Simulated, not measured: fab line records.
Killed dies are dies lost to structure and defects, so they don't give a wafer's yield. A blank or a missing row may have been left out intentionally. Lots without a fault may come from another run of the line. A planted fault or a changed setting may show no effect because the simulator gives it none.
Matching of chambers -- flow n5Finfet -- cvdCo-02 running N5_BEOL_M2_CO_CAP_55: 3 sister chambers
The step material Co, precursor CCTBA/H2, target thk 2 nm, time 102.1 s. 6 wafers are shown with their chamber, then 7 later ones without.

WAFERS WITH THEIR CHAMBER
wafer,chamber,heaterPowerOuterW (W),heaterPowerW (W)
L414.5,0,123,245
L414.6,1,132,255
L416.2,2,134,251
L416.3,1,133,257
L416.6,0,124,241
L424.4,2,137,254

WAFERS WITH NO CHAMBER GIVEN
wafer,heaterPowerOuterW (W),heaterPowerW (W)
L424.5,137,252
L423.1,132,255
L423.3,122,242
L423.4,132,257
L425.1,132,252
L425.2,124,245
L425.5,128,254

CHAMBER TAKEN BY EACH
wafer,from the rows above,in truth
L424.5,2,2
L423.1,1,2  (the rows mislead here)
L423.3,0,0
L423.4,1,1
L425.1,can't be placed: 1 or 2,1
L425.2,0,0
L425.5,1,1
Placed correctly: 5 of 7. Not placeable from these rows: 1 (in 1, the candidates include the true chamber). Number placed wrongly: 1.
How it was worked out, from the rows above alone: a wafer's distance from a chamber is the root of the sum, over the readings, of the square of ((its reading less the chamber's mean) divided by the reading's scatter). The wafer belongs to the nearest chamber; if the next one is less than 2 further off, it can't be placed. For every chamber, the mean is computed from those of its wafers that are shown. The scatter is the square root of a quotient: the sum, over the shown wafers, of each reading's squared deviation from its chamber's mean, divided by wafers minus chambers.
